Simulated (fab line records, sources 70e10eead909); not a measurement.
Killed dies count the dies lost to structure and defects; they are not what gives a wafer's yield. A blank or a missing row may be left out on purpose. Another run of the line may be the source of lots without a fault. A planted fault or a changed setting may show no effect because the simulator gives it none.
Chamber matching ; flow nandHarc ; 4 sister chambers for NHARC_A_ZERO_WELL_DESCUM_12 on rieDiel-06
The step chemistry O2, time 3 s. 16 wafers are shown with their chamber, then 7 later ones without.

EACH WAFER AND ITS CHAMBER
wafer;chamber;showerheadPlenumPTorr (Torr);drypumpMotorCurrentA (A);throttleValvePct (%)
L883.1;3;1.80;5.5;11.321
L883.2;2;1.82;6.5;11.330
L883.5;2;1.82;6.5;11.325
L884.1;2;1.82;6.6;11.327
L884.2;3;1.80;5.5;11.308
L884.3;1;2.05;5.7;11.305
L885.1;3;1.80;5.5;11.312
L885.4;1;2.05;5.8;11.318
L885.5;0;1.88;5.8;11.306
L888.2;1;2.05;5.7;11.314
L888.4;0;1.88;5.8;11.307
L888.5;1;2.05;5.7;11.291
L890.2;0;1.88;5.8;11.303
L890.3;2;1.81;6.6;11.303
L890.6;1;2.05;5.7;11.321
L892.2;3;1.80;5.5;11.302

SIGNATURES (averages over the wafers above)
reading;chamber 0;chamber 1;chamber 2;chamber 3;scatter within a chamber
showerheadPlenumPTorr;1.8800;2.0500;1.8175;1.8000;0.0025
drypumpMotorCurrentA;5.800;5.720;6.550;5.500;0.0387
throttleValvePct;11.30533;11.30980;11.32125;11.31075;0.0102
Rule: distance of a wafer from a chamber = root of the sum over the readings of ((wafer's reading minus chamber's mean) / reading's scatter) squared. If the next closest chamber is less than 2 further off than the closest, the wafer can't be placed; otherwise it belongs to the closest. How the scatter is found: for the shown wafers, subtract from each reading the mean of its chamber, square and add these, divide the total by (wafers less chambers), then take the root.

WAFERS WITH NO CHAMBER GIVEN
wafer;showerheadPlenumPTorr (Torr);drypumpMotorCurrentA (A);throttleValvePct (%)
L892.4;1.88;5.7;11.322
L892.6;1.88;5.7;11.299
L894.2;1.80;5.5;11.295
L894.6;2.05;5.7;11.313
L898.1;1.88;5.8;11.315
L898.4;2.05;5.7;11.291
L898.6;1.88;5.7;11.305

WHICH CHAMBER EACH WENT THROUGH
wafer;from the rows above;in truth
L892.4;0;0
L892.6;0;0
L894.2;3;3
L894.6;1;1
L898.1;0;0
L898.4;1;1
L898.6;0;0
Placed correctly: 7 of 7. Can't be placed from these rows: 0. Placed wrongly: 0.
